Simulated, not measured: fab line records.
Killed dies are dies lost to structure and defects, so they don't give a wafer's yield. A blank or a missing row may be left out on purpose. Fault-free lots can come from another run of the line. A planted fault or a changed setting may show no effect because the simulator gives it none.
Matching of chambers | flow n5Finfet | N5_BEOL_M15_ETCH_57 on rieDiel-06 has 4 sister chambers
The step etches SOC in N2/H2, time 750 s. 4 wafers are shown with their chamber, then 10 later ones without.

WAFERS, EACH WITH ITS CHAMBER
wafer  | chamber | drypumpMotorCurrentA (A)
L086.3 | 1       | 5.92
L086.4 | 0       | 5.82
L091.1 | 3       | 5.77
L091.4 | 2       | 5.52

WAFERS WITHOUT THEIR CHAMBER
wafer  | drypumpMotorCurrentA (A)
L091.5 | 5.91
L093.1 | 5.92
L093.3 | 5.54
L093.4 | 5.78
L095.2 | 5.83
L095.3 | 5.52
L095.5 | 5.78
L096.1 | 5.84
L096.2 | 5.78
L096.3 | 5.91

CHAMBER TAKEN BY EACH
wafer  | from the rows above | in truth
L091.5 | 1                   | 1
L093.1 | 1                   | 1
L093.3 | 2                   | 2
L093.4 | 3                   | 3
L095.2 | 0                   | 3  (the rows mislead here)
L095.3 | 2                   | 2
L095.5 | 3                   | 3
L096.1 | 0                   | 0
L096.2 | 3                   | 3
L096.3 | 1                   | 1
Correct placement for 9 of the 10. From these rows, 0 cannot be placed. Placed wrongly: 1.
How it was worked out, from the rows above alone: a wafer's distance from a chamber is the root of the sum, over the readings, of the square of ((its reading less the chamber's mean) divided by the reading's scatter). The wafer belongs to the nearest chamber; if the next one is less than 2 further off, it can't be placed. For every chamber, the mean is computed from those of its wafers that are shown. The scatter: root of mean squared gap, hidden wafer to nearest shown wafer, with one shown wafer a chamber.
